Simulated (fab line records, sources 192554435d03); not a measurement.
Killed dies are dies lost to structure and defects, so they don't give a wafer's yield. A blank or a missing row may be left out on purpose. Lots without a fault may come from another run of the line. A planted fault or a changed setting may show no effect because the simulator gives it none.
Split-lot experiment | flow n5_finfet | 7 lots, 21 wafers read, on a route of 1938 steps

THE SPLIT
At N5_BEOL_M12_SPUTTER_44 (material Ta, target thk 10 nm, time 16.13 s), the setting time_s was moved away from the recipe's 16.13 s on 5 of the 21 wafers read, by +4.0% to +14.6%. The other wafers ran this setting at the recipe's value.

The reading is taken at the split's own step.

THE READING
Ta_of_BEOL_M12_SPUTTER_44.thk_nm (the simulator's own value, which no gauge read), in nm, at N5_BEOL_M12_SPUTTER_44 (material Ta, target thk 10 nm, time 16.13 s). The file gives no usual value for it. The 16 wafers here that ran the recipe average 10.0 nm, standard deviation 0.18 nm.

wafer  | tool, chamber at the split | time_s as run, s | against the recipe | Ta_of_BEOL_M12_SPUTTER_44.thk_nm, nm | against lot-mates on the recipe
L076.3 | pvd_sputter-02, -          | 18.49            | +14.6%             | 11.4                                 | +1.4
L076.4 | pvd_sputter-02, -          | 16.13            | recipe             | 10                                   | -
L076.5 | pvd_sputter-02, -          | 16.13            | recipe             | 10                                   | -
L079.1 | pvd_sputter-02, -          | 16.13            | recipe             | 10                                   | -
L079.5 | pvd_sputter-02, -          | 16.13            | recipe             | 10                                   | -
L079.6 | pvd_sputter-02, -          | 16.13            | recipe             | 10                                   | -
L086.1 | pvd_sputter-02, -          | 16.13            | recipe             | 10                                   | -
L086.4 | pvd_sputter-02, -          | 18.48            | +14.6%             | 11.6                                 | +1.5
L086.6 | pvd_sputter-02, -          | 16.13            | recipe             | 10.2                                 | -
L087.4 | pvd_sputter-01, -          | 16.13            | recipe             | 9.6                                  | -
L087.6 | pvd_sputter-01, -          | 16.13            | recipe             | 9.6                                  | -
L087.5 | pvd_sputter-01, -          | 16.13            | recipe             | 10                                   | -
L088.1 | pvd_sputter-03, -          | 16.13            | recipe             | 9.8                                  | -
L088.5 | pvd_sputter-03, -          | 16.13            | recipe             | 9.8                                  | -
L088.6 | pvd_sputter-03, -          | 16.77            | +4.0%              | 10.4                                 | +0.6
L096.1 | pvd_sputter-01, -          | 17.32            | +7.4%              | 10.8                                 | +0.6
L096.2 | pvd_sputter-01, -          | 17.32            | +7.4%              | 11                                   | +0.8
L096.6 | pvd_sputter-01, -          | 16.13            | recipe             | 10.2                                 | -
L097.1 | pvd_sputter-03, -          | 16.13            | recipe             | 10                                   | -
L097.6 | pvd_sputter-03, -          | 16.13            | recipe             | 10                                   | -
L097.3 | pvd_sputter-03, -          | 16.13            | recipe             | 10.2                                 | -

THE FIT
A straight line over all 21 wafers: Ta_of_BEOL_M12_SPUTTER_44.thk_nm changes by +0.109 nm for each +1% of time_s; r = +0.95; the points scatter about the line by 0.17 nm.
The same after taking each lot's own level away (the mean of its wafers on the recipe; 21 wafers): +0.0993 nm for each +1%; r = +0.98; scatter 0.11 nm.
On that fit, the largest move of time_s shifts the reading by 1.5 nm.
The lots' own levels span 9.73 to 10.20 nm, that is 2.6 times the standard deviation above.
So the lot-to-lot level changes the slope little: the two slopes agree.
Check: with one of the wafers moved furthest among these (+14.6%) left out of the fit, the line predicts +1.5 nm for it against its lot-mates. It came out at +1.4 nm against them.

OTHER SPLITS ON THESE WAFERS
These wafers also went through other splits before the reading. Each is held against what the fit with the lots' levels taken away leaves over:
other split on the same wafers | wafers away from the commonest value | r with Ta_of_BEOL_M12_SPUTTER_44.thk_nm (lot level and that fit taken away)
N5_BEOL_M8_PEB_09 peb_time_s   | 6                                    | -0.20
N5_BEOL_M8_DEP_56 time_s       | 10                                   | +0.11
N5_BEOL_M9_SPUTTER_48 power_w  | 3                                    | -0.16
N5_BEOL_M10_VIA_ETCH_34 time_s | 11                                   | -0.21
N5_BEOL_M11_ETCH_62 time_s     | 10                                   | +0.21
N5_BEOL_M11_COAT_63 spin_rpm   | 7                                    | -0.33
N5_BEOL_M12_SPUTTER_43 time_s  | 2                                    | +0.26

THE FILE'S OWN FIT
Ta_of_BEOL_M12_SPUTTER_44.thk_nm changes by +0.1 nm for each +1% of time_s, r = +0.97.
